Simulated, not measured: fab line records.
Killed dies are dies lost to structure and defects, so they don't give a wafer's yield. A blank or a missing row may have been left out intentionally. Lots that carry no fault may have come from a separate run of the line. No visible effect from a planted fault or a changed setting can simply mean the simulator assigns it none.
Split-lot trial :: flow n5_finfet :: route with 1938 steps; 7 lots, 21 wafers read

ABOUT THE SPLIT
At N5_HKMG_FIN_CVD_62 (deposits a-Si from Si2H6, target thk 3 nm, time 20.8 s), the setting temp_c was moved away from the recipe's 500 C on 9 of the 21 wafers read, by -4.2% to +4.3%. For the rest of the wafers, this setting stayed at what the recipe calls for.

Reading taken at the split's own step.

THE READING
a-Si_of_HKMG_FIN_CVD_62.thk_nm (the simulator's own value, which no gauge read), in nm, at N5_HKMG_FIN_CVD_62 (deposits a-Si from Si2H6, target thk 3 nm, time 20.8 s). There is no usual value for it anywhere in the file. The 12 wafers here that ran the recipe average 2.9 nm, standard deviation 0.094 nm.

wafer: L076.3
tool, chamber at the split: thermal_cvd_si-02, 0
temp_c as run, C: 500
against the recipe: recipe
a-Si_of_HKMG_FIN_CVD_62.thk_nm, nm: 3
against lot-mates on the recipe: -

wafer: L076.4
tool, chamber at the split: thermal_cvd_si-02, 2,0
temp_c as run, C: 510
against the recipe: +2.0%
a-Si_of_HKMG_FIN_CVD_62.thk_nm, nm: 4
against lot-mates on the recipe: +1.0

wafer: L076.6
tool, chamber at the split: thermal_cvd_si-02, 2,0
temp_c as run, C: 510
against the recipe: +2.0%
a-Si_of_HKMG_FIN_CVD_62.thk_nm, nm: 4
against lot-mates on the recipe: +1.0

wafer: L077.1
tool, chamber at the split: thermal_cvd_si-01, 1,0
temp_c as run, C: 500
against the recipe: recipe
a-Si_of_HKMG_FIN_CVD_62.thk_nm, nm: 3
against lot-mates on the recipe: -

wafer: L077.6
tool, chamber at the split: thermal_cvd_si-01, 1,0
temp_c as run, C: 500
against the recipe: recipe
a-Si_of_HKMG_FIN_CVD_62.thk_nm, nm: 3
against lot-mates on the recipe: -

wafer: L077.2
tool, chamber at the split: thermal_cvd_si-01, 2
temp_c as run, C: 500
against the recipe: recipe
a-Si_of_HKMG_FIN_CVD_62.thk_nm, nm: 2.8
against lot-mates on the recipe: -

wafer: L079.2
tool, chamber at the split: thermal_cvd_si-01, 2,0
temp_c as run, C: 507.4
against the recipe: +1.5%
a-Si_of_HKMG_FIN_CVD_62.thk_nm, nm: 3.6
against lot-mates on the recipe: +0.8

wafer: L079.6
tool, chamber at the split: thermal_cvd_si-01, 2,0
temp_c as run, C: 507.4
against the recipe: +1.5%
a-Si_of_HKMG_FIN_CVD_62.thk_nm, nm: 3.6
against lot-mates on the recipe: +0.8

wafer: L079.4
tool, chamber at the split: thermal_cvd_si-01, 2
temp_c as run, C: 500
against the recipe: recipe
a-Si_of_HKMG_FIN_CVD_62.thk_nm, nm: 2.8
against lot-mates on the recipe: -

wafer: L080.1
tool, chamber at the split: thermal_cvd_si-02, 1
temp_c as run, C: 500
against the recipe: recipe
a-Si_of_HKMG_FIN_CVD_62.thk_nm, nm: 2.8
against lot-mates on the recipe: -

wafer: L080.4
tool, chamber at the split: thermal_cvd_si-02, 0,2
temp_c as run, C: 500
against the recipe: recipe
a-Si_of_HKMG_FIN_CVD_62.thk_nm, nm: 3
against lot-mates on the recipe: -

wafer: L080.5
tool, chamber at the split: thermal_cvd_si-02, 0,2
temp_c as run, C: 500
against the recipe: recipe
a-Si_of_HKMG_FIN_CVD_62.thk_nm, nm: 3
against lot-mates on the recipe: -

wafer: L081.2
tool, chamber at the split: thermal_cvd_si-01, 1
temp_c as run, C: 521.6
against the recipe: +4.3%
a-Si_of_HKMG_FIN_CVD_62.thk_nm, nm: 5.6
against lot-mates on the recipe: +2.6

wafer: L081.3
tool, chamber at the split: thermal_cvd_si-01, 0,2
temp_c as run, C: 500
against the recipe: recipe
a-Si_of_HKMG_FIN_CVD_62.thk_nm, nm: 3
against lot-mates on the recipe: -

wafer: L081.6
tool, chamber at the split: thermal_cvd_si-01, 0,2
temp_c as run, C: 500
against the recipe: recipe
a-Si_of_HKMG_FIN_CVD_62.thk_nm, nm: 3
against lot-mates on the recipe: -

wafer: L084.2
tool, chamber at the split: thermal_cvd_si-02, 1
temp_c as run, C: 500
against the recipe: recipe
a-Si_of_HKMG_FIN_CVD_62.thk_nm, nm: 3
against lot-mates on the recipe: -

wafer: L084.4
tool, chamber at the split: thermal_cvd_si-02, 2
temp_c as run, C: 478.8
against the recipe: -4.2%
a-Si_of_HKMG_FIN_CVD_62.thk_nm, nm: 1.8
against lot-mates on the recipe: -1.2

wafer: L084.6
tool, chamber at the split: thermal_cvd_si-02, 1
temp_c as run, C: 478.8
against the recipe: -4.2%
a-Si_of_HKMG_FIN_CVD_62.thk_nm, nm: 1.6
against lot-mates on the recipe: -1.4

wafer: L085.1
tool, chamber at the split: thermal_cvd_si-01, 1,0
temp_c as run, C: 484.5
against the recipe: -3.1%
a-Si_of_HKMG_FIN_CVD_62.thk_nm, nm: 2
against lot-mates on the recipe: -0.8

wafer: L085.3
tool, chamber at the split: thermal_cvd_si-01, 1,0
temp_c as run, C: 484.5
against the recipe: -3.1%
a-Si_of_HKMG_FIN_CVD_62.thk_nm, nm: 2
against lot-mates on the recipe: -0.8

wafer: L085.6
tool, chamber at the split: thermal_cvd_si-01, 1
temp_c as run, C: 500
against the recipe: recipe
a-Si_of_HKMG_FIN_CVD_62.thk_nm, nm: 2.8
against lot-mates on the recipe: -
Rows listing several chambers each stand for several wafers; the file does not say which wafer went through which chamber.

FIT RESULTS
A straight line over all 21 wafers: a-Si_of_HKMG_FIN_CVD_62.thk_nm changes by +0.4 nm for each +1% of temp_c; r = +0.96; the points scatter about the line by 0.26 nm.
The same after taking each lot's own level away (the mean of its wafers on the recipe; 21 wafers): +0.396 nm for each +1%; r = +0.96; scatter 0.25 nm.
The reading moves by 1.7 nm for the largest change in temp_c, on that fit.
Across the lots, their own levels run from 2.80 to 3.00 nm, a range of 2.1 times the standard deviation given above.
Consequently the slope shifts little with the lot-to-lot level, the two slopes agreeing.
Check: for one of the wafers moved furthest among these (+4.3%), held out of the fit, the line's prediction against its lot-mates is +1.58 nm. Against them it came out at +2.6 nm.

THE OTHER SPLITS THESE WAFERS WENT THROUGH
Before the reading, these wafers also passed through other splits. Each is held against what the fit with the lots' levels taken away leaves over:
other split on the same wafers: N5_WELL_APT_COAT_02 spin_rpm
wafers away from the commonest value: 3
r with a-Si_of_HKMG_FIN_CVD_62.thk_nm (lot level and that fit taken away): +0.06

other split on the same wafers: N5_WELL_APT_EXPOSE_05 dose_mj
wafers away from the commonest value: 6
r with a-Si_of_HKMG_FIN_CVD_62.thk_nm (lot level and that fit taken away): +0.10

other split on the same wafers: N5_FIN_SAQP_SPACER1_ALD_24 temp_c
wafers away from the commonest value: 4
r with a-Si_of_HKMG_FIN_CVD_62.thk_nm (lot level and that fit taken away): +0.33

other split on the same wafers: N5_STI_FIN_REVEAL_ETCHBACK_08 time_s
wafers away from the commonest value: 7
r with a-Si_of_HKMG_FIN_CVD_62.thk_nm (lot level and that fit taken away): -0.17

other split on the same wafers: N5_STI_FIN_REVEAL_PRECLEAN_17 time_s
wafers away from the commonest value: 6
r with a-Si_of_HKMG_FIN_CVD_62.thk_nm (lot level and that fit taken away): -0.06

other split on the same wafers: N5_SD_EPI_N_ETCH_35 source_w
wafers away from the commonest value: 4
r with a-Si_of_HKMG_FIN_CVD_62.thk_nm (lot level and that fit taken away): +0.00

other split on the same wafers: N5_SD_EPI_N_ETCH_45 target_depth_a
wafers away from the commonest value: 5
r with a-Si_of_HKMG_FIN_CVD_62.thk_nm (lot level and that fit taken away): +0.08

other split on the same wafers: N5_SD_EPI_P_EPI_21 time_s
wafers away from the commonest value: 7
r with a-Si_of_HKMG_FIN_CVD_62.thk_nm (lot level and that fit taken away): +0.47

other split on the same wafers: N5_SD_ACTIVATION_LSA_01 temp_c
wafers away from the commonest value: 10
r with a-Si_of_HKMG_FIN_CVD_62.thk_nm (lot level and that fit taken away): +0.10

other split on the same wafers: N5_HKMG_FIN_ETCH_55 bias_w
wafers away from the commonest value: 7
r with a-Si_of_HKMG_FIN_CVD_62.thk_nm (lot level and that fit taken away): -0.05

THE FILE'S OWN FIT
a-Si_of_HKMG_FIN_CVD_62.thk_nm changes by +0.427 nm for each +1% of temp_c, r = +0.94.
